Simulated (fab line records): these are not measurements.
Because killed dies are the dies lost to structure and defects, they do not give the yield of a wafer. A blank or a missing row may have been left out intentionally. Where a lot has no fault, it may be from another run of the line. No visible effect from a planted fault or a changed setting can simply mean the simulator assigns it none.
What tool caused it? / flow nandHarc / 12 lots, 36 wafers sampled, at 5 steps of a route of 1159

WHAT THE GAUGES READ, wafer by wafer
NHARC_END_SORT_01. Usual: defectLimitedYield 95.2 %, standard deviation 1.6; killedAtArray 29, standard deviation 11; killedAtOther 0.7, standard deviation 1.1; killedAtPeriphery 3.1, standard deviation 2; killedDies 33, standard deviation 11; killedOpen 3.5, standard deviation 1.8; killedShort 2.0, standard deviation 1.4; sort_bin_2_pct 1.5 %, standard deviation 0.6; sort_bin_3_pct 0.24 %, standard deviation 0.19; sort_bin_4_pct 3.1 %, standard deviation 1.1; sortNPass 644, standard deviation 11; sortRimYieldPct 96.5 %, standard deviation 2.3; sortYieldPct 95.2 %, standard deviation 1.6.
lot=L790; measured=day 21 20:29; on=prober-02; defectLimitedYield (%)=0 0 0; killedAtArray=671 674 673; killedAtOther=0 0 0; killedAtPeriphery=6 3 4; killedDies=677 677 677; killedOpen=2 1 2; killedShort=1 1 1; sort_bin_2_pct (%)=97.2 97.6 97.3; sort_bin_3_pct (%)=0.30 0 0.30; sort_bin_4_pct (%)=2.5 2.4 2.4; sortNPass=0 0 0; sortRimYieldPct (%)=0 0 0; sortYieldPct (%)=0 0 0; flag=OFF
lot=L791; measured=day 21 17:22; on=prober-01; defectLimitedYield (%)=0 0 0; killedAtArray=677 675 674; killedAtOther=0 0 0; killedAtPeriphery=0 2 3; killedDies=677 677 677; killedOpen=7 1 8; killedShort=1 0 0; sort_bin_2_pct (%)=96.8 96.8 97.2; sort_bin_3_pct (%)=0.44 0.30 0.44; sort_bin_4_pct (%)=2.8 3.0 2.4; sortNPass=0 0 0; sortRimYieldPct (%)=0 0 0; sortYieldPct (%)=0 0 0; flag=OFF

WHICH TOOL RAN EACH LOT (tool, then ch and the chambers of the sampled wafers, then the start)
lot=L784; NHARC_A_BLC_ETCH_18=rieDiel-08 ch 0,1,3, day 17 20:29 or earlier; NHARC_A_BLC_DEGAS_30=pvdSputter-03, day 17 20:29; NHARC_A_BLC_PVD_32=pvdSputter-03, day 18 01:53 or earlier; NHARC_A_M0_DEP_00=pecvd-01 ch 1,2, day 18 01:53
lot=L785; NHARC_A_BLC_ETCH_18=rieDiel-10 ch 0,2,3, day 17 22:11 or earlier; NHARC_A_BLC_DEGAS_30=pvdSputter-02, day 17 22:11; NHARC_A_BLC_PVD_32=pvdSputter-02, day 18 02:21 or earlier; NHARC_A_M0_DEP_00=pecvd-02 ch 1,2, day 18 02:21
lot=L790; NHARC_A_BLC_ETCH_18=rieDiel-10 ch 0,1,3, day 19 07:58 or earlier; NHARC_A_BLC_DEGAS_30=pvdSputter-03, day 19 07:58; NHARC_A_BLC_PVD_32=pvdSputter-03, day 19 09:29 or earlier; NHARC_A_M0_DEP_00=pecvd-02 ch 1,2, day 19 09:29
lot=L791; NHARC_A_BLC_ETCH_18=rieDiel-08 ch 1,3, day 19 08:26 or earlier; NHARC_A_BLC_DEGAS_30=pvdSputter-03, day 19 08:26; NHARC_A_BLC_PVD_32=pvdSputter-03, day 19 09:58 or earlier; NHARC_A_M0_DEP_00=pecvd-02 ch 0,1,2, day 19 09:58
lot=L793; NHARC_A_BLC_ETCH_18=rieDiel-08 ch 0,1,2, day 20 05:43 or earlier; NHARC_A_BLC_DEGAS_30=pvdSputter-02, day 20 05:43; NHARC_A_BLC_PVD_32=pvdSputter-02, day 20 19:28 or earlier; NHARC_A_M0_DEP_00=pecvd-02 ch 0,2, day 20 19:28
lot=L796; NHARC_A_BLC_ETCH_18=rieDiel-08 ch 0,2,3, day 20 12:08 or earlier; NHARC_A_BLC_DEGAS_30=pvdSputter-01, day 20 12:08; NHARC_A_BLC_PVD_32=pvdSputter-01, day 20 20:21 or earlier; NHARC_A_M0_DEP_00=pecvd-01 ch 0,1, day 20 20:21
lot=L797; NHARC_A_BLC_ETCH_18=rieDiel-10 ch 0,3, day 20 23:22 or earlier; NHARC_A_BLC_DEGAS_30=pvdSputter-03, day 20 23:22; NHARC_A_BLC_PVD_32=pvdSputter-03, day 21 04:05 or earlier; NHARC_A_M0_DEP_00=pecvd-02 ch 0,1,2, day 21 04:05
lot=L799; NHARC_A_BLC_ETCH_18=rieDiel-08 ch 1,3, day 21 15:13 or earlier; NHARC_A_BLC_DEGAS_30=pvdSputter-03, day 21 15:13; NHARC_A_BLC_PVD_32=pvdSputter-03, day 21 17:07 or earlier; NHARC_A_M0_DEP_00=pecvd-02 ch 0,2, day 21 17:07
lot=L804; NHARC_A_BLC_ETCH_18=rieDiel-02 ch 1,2,3, day 22 01:17 or earlier; NHARC_A_BLC_DEGAS_30=pvdSputter-02, day 22 01:17; NHARC_A_BLC_PVD_32=pvdSputter-02, day 22 06:40 or earlier; NHARC_A_M0_DEP_00=pecvd-02 ch 0,2, day 22 06:40
lot=L800; NHARC_A_BLC_ETCH_18=rieDiel-10 ch 2,3, day 22 01:53 or earlier; NHARC_A_BLC_DEGAS_30=pvdSputter-01, day 22 01:53; NHARC_A_BLC_PVD_32=pvdSputter-01, day 22 07:07 or earlier; NHARC_A_M0_DEP_00=pecvd-01 ch 1,2, day 22 07:07
lot=L803; NHARC_A_BLC_ETCH_18=rieDiel-08 ch 0,1,3, day 22 02:47 or earlier; NHARC_A_BLC_DEGAS_30=pvdSputter-01, day 22 02:47; NHARC_A_BLC_PVD_32=pvdSputter-01, day 22 10:07 or earlier; NHARC_A_M0_DEP_00=pecvd-01 ch 0,1,2, day 22 10:07
lot=L802; NHARC_A_BLC_ETCH_18=rieDiel-10 ch 0,1, day 22 12:22 or earlier; NHARC_A_BLC_DEGAS_30=pvdSputter-03, day 22 12:22; NHARC_A_BLC_PVD_32=pvdSputter-03, day 22 13:55 or earlier; NHARC_A_M0_DEP_00=pecvd-04 ch 0,1,2, day 22 13:55
- NHARC_A_BLC_ETCH_18: etches the open film in C4F8/O2/Ar, target depth 910 nm.
- NHARC_A_BLC_DEGAS_30: time 60 s.
- NHARC_A_BLC_PVD_32: deposits Ti, target thk 5 nm, time 17.7 s.
- NHARC_A_M0_DEP_00: deposits SiOC, target thk 150 nm.

WHAT THE TOOLS THEMSELVES READ (means of the sampled wafers that have a number; where no wafer has one, the mark that the record gives instead)
NHARC_A_BLC_ETCH_18. Usual: oesProductAu 0.947 a.u., standard deviation 0.022; rfVppV 978 V, standard deviation 7.3.
lot=L784; tool=rieDiel-08; oesProductAu (a.u.)=0.928; rfVppV (V)=980; flag=
lot=L785; tool=rieDiel-10; oesProductAu (a.u.)=0.973; rfVppV (V)=978; flag=
lot=L790; tool=rieDiel-10; oesProductAu (a.u.)=0.949; rfVppV (V)=979; flag=
lot=L791; tool=rieDiel-08; oesProductAu (a.u.)=0.967; rfVppV (V)=981; flag=
lot=L793; tool=rieDiel-08; oesProductAu (a.u.)=0.926; rfVppV (V)=979; flag=
lot=L796; tool=rieDiel-08; oesProductAu (a.u.)=0.918; rfVppV (V)=973; flag=
lot=L797; tool=rieDiel-10; oesProductAu (a.u.)=0.928; rfVppV (V)=982; flag=
lot=L799; tool=rieDiel-08; oesProductAu (a.u.)=0.969; rfVppV (V)=981; flag=
lot=L804; tool=rieDiel-02; oesProductAu (a.u.)=0.918; rfVppV (V)=974; flag=
lot=L800; tool=rieDiel-10; oesProductAu (a.u.)=0.933; rfVppV (V)=983; flag=
lot=L803; tool=rieDiel-08; oesProductAu (a.u.)=0.937; rfVppV (V)=980; flag=
lot=L802; tool=rieDiel-10; oesProductAu (a.u.)=0.932; rfVppV (V)=974; flag=

NHARC_A_BLC_DEGAS_30. Usual: heaterPowerW 503 W, standard deviation 61.
lot=L784; tool=pvdSputter-03; heaterPowerW (W)=535; flag=
lot=L785; tool=pvdSputter-02; heaterPowerW (W)=487; flag=
lot=L790; tool=pvdSputter-03; heaterPowerW (W)=479; flag=
lot=L791; tool=pvdSputter-03; heaterPowerW (W)=453; flag=
lot=L793; tool=pvdSputter-02; heaterPowerW (W)=421; flag=
lot=L796; tool=pvdSputter-01; heaterPowerW (W)=531; flag=
lot=L797; tool=pvdSputter-03; heaterPowerW (W)=449; flag=
lot=L799; tool=pvdSputter-03; heaterPowerW (W)=515; flag=
lot=L804; tool=pvdSputter-02; heaterPowerW (W)=415; flag=
lot=L800; tool=pvdSputter-01; heaterPowerW (W)=521; flag=
lot=L803; tool=pvdSputter-01; heaterPowerW (W)=513; flag=
lot=L802; tool=pvdSputter-03; heaterPowerW (W)=520; flag=

NHARC_A_BLC_PVD_32. Usual: throttleValvePct 30.6 %, standard deviation 0.86.
lot=L784; tool=pvdSputter-03; throttleValvePct (%)=30.5; flag=
lot=L785; tool=pvdSputter-02; throttleValvePct (%)=30.8; flag=
lot=L790; tool=pvdSputter-03; throttleValvePct (%)=30.5; flag=
lot=L791; tool=pvdSputter-03; throttleValvePct (%)=30.3; flag=
lot=L793; tool=pvdSputter-02; throttleValvePct (%)=31.2; flag=
lot=L796; tool=pvdSputter-01; throttleValvePct (%)=30.8; flag=
lot=L797; tool=pvdSputter-03; throttleValvePct (%)=31.2; flag=
lot=L799; tool=pvdSputter-03; throttleValvePct (%)=30.9; flag=
lot=L804; tool=pvdSputter-02; throttleValvePct (%)=30.6; flag=
lot=L800; tool=pvdSputter-01; throttleValvePct (%)=30.3; flag=
lot=L803; tool=pvdSputter-01; throttleValvePct (%)=30.4; flag=
lot=L802; tool=pvdSputter-03; throttleValvePct (%)=30.4; flag=

NHARC_A_M0_DEP_00. Usual: chamberPressureTorr 4.999 Torr, standard deviation 0.01; rfFwdPowerW 598.6 W, standard deviation 1.7.
lot=L784; tool=pecvd-01; chamberPressureTorr (Torr)=4.993; rfFwdPowerW (W)=597.6; flag=
lot=L785; tool=pecvd-02; chamberPressureTorr (Torr)=4.996; rfFwdPowerW (W)=598.7; flag=
lot=L790; tool=pecvd-02; chamberPressureTorr (Torr)=-; rfFwdPowerW (W)=-; flag=OFF
lot=L791; tool=pecvd-02; chamberPressureTorr (Torr)=-; rfFwdPowerW (W)=-; flag=OFF
lot=L793; tool=pecvd-02; chamberPressureTorr (Torr)=4.999; rfFwdPowerW (W)=597.3; flag=
lot=L796; tool=pecvd-01; chamberPressureTorr (Torr)=5.000; rfFwdPowerW (W)=600.5; flag=
lot=L797; tool=pecvd-02; chamberPressureTorr (Torr)=4.993; rfFwdPowerW (W)=598.2; flag=
lot=L799; tool=pecvd-02; chamberPressureTorr (Torr)=5.003; rfFwdPowerW (W)=598.3; flag=
lot=L804; tool=pecvd-02; chamberPressureTorr (Torr)=5.003; rfFwdPowerW (W)=598.7; flag=
lot=L800; tool=pecvd-01; chamberPressureTorr (Torr)=4.998; rfFwdPowerW (W)=599.0; flag=
lot=L803; tool=pecvd-01; chamberPressureTorr (Torr)=5.007; rfFwdPowerW (W)=598.6; flag=
lot=L802; tool=pecvd-04; chamberPressureTorr (Torr)=5.005; rfFwdPowerW (W)=597.9; flag=

THE ANSWER, worked out from the rows above alone
Rule: a lot counts as off when the mean over its wafers that have a number is more than 3 standard deviations away from the usual mean. Also off: a lot with no number at a reading for which 4 or more lots have one. The other lots that the step has rows for count as sound. Order of review: gauges by route order, followed by the tools' own readings, for which a lot's mean as printed above is used. The first step at which some lot is off is used, and at that step the reading that is off furthest; a lot without a number counts as furthest.
Off: L790, L791 (NHARC_END_SORT_01, sort_bin_2_pct). Neither off nor sound, because the step has no rows for them: L784, L785, L793, L796, L797, L799, L804, L800, L803, L802.
If a tool, at a process step before that reading, ran all the lots that are off and no sound lot after the first of them, it fits. Not tried: the gauges at NHARC_END_SORT_01; whatever is off there is also off at NHARC_A_M0_DEP_00, on other tools, and gauge error can't account for it. NHARC_A_BLC_ETCH_18 gives no start for some lots, so the hours and the order of its lots are those of NHARC_A_BLC_DEGAS_30. NHARC_A_BLC_PVD_32 gives no start for some lots, so the hours and the order of its lots are those of NHARC_A_M0_DEP_00. This does not decide it: 2 tools fit, namely pvdSputter-03 at NHARC_A_BLC_DEGAS_30 and NHARC_A_BLC_PVD_32 and pecvd-02 at NHARC_A_M0_DEP_00.

WHAT THE SIMULATOR HAD PUT IN
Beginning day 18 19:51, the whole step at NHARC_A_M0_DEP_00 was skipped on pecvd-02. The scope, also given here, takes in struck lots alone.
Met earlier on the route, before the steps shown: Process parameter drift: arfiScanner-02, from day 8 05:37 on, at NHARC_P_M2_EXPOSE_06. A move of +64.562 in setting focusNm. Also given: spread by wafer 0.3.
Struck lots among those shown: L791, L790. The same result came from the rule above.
